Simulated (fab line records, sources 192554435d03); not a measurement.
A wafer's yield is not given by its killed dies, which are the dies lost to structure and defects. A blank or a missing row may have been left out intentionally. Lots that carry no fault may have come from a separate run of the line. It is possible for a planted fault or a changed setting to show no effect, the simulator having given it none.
One fault through the eyes of 2 desks || flow n5 finfet || numbers are kept per desk, each desk with only its own; the story behind them comes last

AT THE TOOL OWNER'S DESK: rie si-05
The tool's own readings at N5_FIN_CUT_CUT_ETCH_15 (etches Si in HBr/Cl2/O2, target depth 100 nm, bt time 10 s, time 42.4 s): means of the sampled wafers that have a number, for each lot that ran on this tool. A lot is out of limits, marked OUT, if its mean lies more than 4 standard deviations from the usual mean; the brackets give that distance.
Columns: A = O2_flow_sccm at N5_FIN_CUT_CUT_ETCH_15, usual 12.01 sccm; B = drypump motor current A at N5_FIN_CUT_CUT_ETCH_15, usual 5.7 A; C = oes product au at N5_FIN_CUT_CUT_ETCH_15, usual 0.999 a.u.; D = throttle valve pct at N5_FIN_CUT_CUT_ETCH_15, usual 37.25 %
{"lot": "L740", "first seen here": "day 2 14:41", "A": 11.99, "B": 5.4, "C": 1.003, "D": 37.53}
{"lot": "L743", "first seen here": "day 3 09:05", "A": 12.00, "B": 5.2, "C": 0.979, "D": 37.17}
{"lot": "L745", "first seen here": "day 3 21:48", "A": 12.00, "B": 5.7, "C": 1.003, "D": 37.23}
{"lot": "L753", "first seen here": "day 5 21:38", "A": 11.99, "B": 5.8, "C": 1.036, "D": 37.02}
Result from this desk: across the 4 lots, nothing is out of limits.

FROM THE METROLOGY DESK
What the gauges read for every lot (on any tool): the sampled wafers with a number, averaged. A lot is out of limits, marked OUT, if its mean lies more than 4 standard deviations from the usual mean; the brackets give that distance.
Columns: A = FIN_CUT_OVL at N5_FIN_CUT_OVL_MEAS_09, usual -0.2 nm
{"lot": "L740", "first seen here": "day 2 13:58", "A": -0.3}
{"lot": "L741", "first seen here": "day 2 22:09", "A": -1.2}
{"lot": "L742", "first seen here": "day 3 05:10", "A": 1.1}
{"lot": "L743", "first seen here": "day 3 08:21", "A": -0.2}
{"lot": "L744", "first seen here": "day 3 14:38", "A": -1.1}
{"lot": "L745", "first seen here": "day 3 21:04", "A": 0.7}
{"lot": "L753", "first seen here": "day 5 20:56", "A": -0.3}
{"lot": "L755", "first seen here": "day 6 22:43", "A": 0.2}
{"lot": "L756", "first seen here": "day 6 22:55", "A": -0.6}
{"lot": "L759", "first seen here": "day 7 20:13", "A": 0.4}
{"lot": "L761", "first seen here": "day 7 23:35", "A": 0.1}
Result from this desk: across the 11 lots, nothing is out of limits.

TAKEN TOGETHER
The desk of the tool owner found nothing out of limits.
Nothing out of limits was seen by the metrology desk.

WHAT THE SIMULATOR HAD INSERTED
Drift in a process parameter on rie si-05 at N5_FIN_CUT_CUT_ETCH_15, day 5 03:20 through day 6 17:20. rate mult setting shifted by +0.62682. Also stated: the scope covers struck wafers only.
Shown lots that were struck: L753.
